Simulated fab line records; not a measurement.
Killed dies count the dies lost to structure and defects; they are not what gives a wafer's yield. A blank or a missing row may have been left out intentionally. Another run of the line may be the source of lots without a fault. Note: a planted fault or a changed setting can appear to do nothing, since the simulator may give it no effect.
A struck lot beside a sound one | flow n5-finfet | 23 steps out of a route of 1938
Sound: these wafers, L454.2, L454.3, L454.4. Wafers struck: L441.1, L441.5, L441.6. At the end, the cause is stated.
Order at every step that has rows: each side's tool, ch and its chambers, its first start. Under that, the readings that differ: sound wafers | struck wafers | difference of the means | sigmas: that difference in standard deviations of wafers without a fault.
alike: same words and numbers on both sides, and readings whose means sit less than 2 such deviations apart. not compared: any withheld reading, any reading some wafer has no value for, any bound like >300 that may hide the same value, and any number with overlapping values for which the record gives no deviation.
The two part at a step that has a row with sigmas, a row that says differs or no value, or rows on one side only. Numbers that have no deviation but don't overlap get no sigmas and don't part them. A reading that every wafer of one side lacks parts them only if that side has two wafers or more.

first, 9 steps without rows for these wafers: N5_BEOL_M6_SOFTBAKE_06 (time 60 s); N5_BEOL_M6_EXPOSE_08 (exposes mask M6); N5_BEOL_M6_PEB_09 (peb time 60 s); N5_BEOL_M6_DEVELOP_10 (develop time 30 s); N5_BEOL_M6_DESCUM_16 (chemistry O2, time 7.9 s); N5_BEOL_M6_ETCH_61 (etches SiARC in CF4, target depth 45.5 nm, time 75.8 s); N5_BEOL_M6_ETCH_62 (etches SOC in N2/H2, target depth 110 nm, overetch 22 nm, time 165 s); N5_BEOL_M6_STRIP_68 (strips in N2/H2); N5_BEOL_M6_STRIP_67 (strips in CF4).
N5_BEOL_M6_HM_OPEN_17: chemistry Cl2/BCl3, target TiN, target depth 20 nm, overetch 6 nm.
  sound on rie-metal-03 ch 0,1, day 15 06:40; struck on rie-metal-02 ch 0,1, day 10 20:43
  alike: drypump-motor-current-A, oes-product-au, throttle-valve-pct
  not compared: rf-hours-counter-h
then, 10 steps without rows for these wafers: N5_BEOL_M6_STRIP_19 (strips in O2); N5_BEOL_M6_COAT_63 (time 60 s, resist thk 60 nm); N5_BEOL_M6_COAT_64 (time 60 s, resist thk 12 nm); N5_BEOL_M6_COAT_71 (time 60 s, resist thk 5 nm); N5_BEOL_M6_COAT_22 (resist thk 30 nm); N5_BEOL_M6_EBR_24; N5_BEOL_M6_SOFTBAKE_23 (time 60 s); N5_BEOL_M6_EXPOSE_25 (exposes mask V5, target cd 40 nm); N5_BEOL_M6_PEB_26 (peb time 60 s); N5_BEOL_M6_DEVELOP_27 (develop time 30 s).
N5_BEOL_M6_INSPECT_30: inspects for defects (brightfield).
  struck on defect-inspect-02, day 10 21:34; sound on defect-inspect-02, day 15 08:38
  reading          | sound       | struck         | difference | sigmas
  raw-defect-count | 396 493 496 | 1941 2106 1856 | +1506      | +17
then, 1 step without rows for these wafers: N5_BEOL_M6_DESCUM_33 (chemistry O2, time 7 s).
-- the record jumps here: 4 days lie between the struck wafers' starts before and after (it left off in module BEOL_M6 and takes up again in module PASSIVATION, whose first step shown is number 1936 of the route) --
N5_PASSIVATION_PROBE_49:
  rows exist in the record for the struck wafers here (prober-02, day 14 14:23), but not for the sound ones

WHERE THEY PART
First at N5_BEOL_M6_INSPECT_30; last, within this record, at N5_PASSIVATION_PROBE_49.

WHY: what the simulator had put in
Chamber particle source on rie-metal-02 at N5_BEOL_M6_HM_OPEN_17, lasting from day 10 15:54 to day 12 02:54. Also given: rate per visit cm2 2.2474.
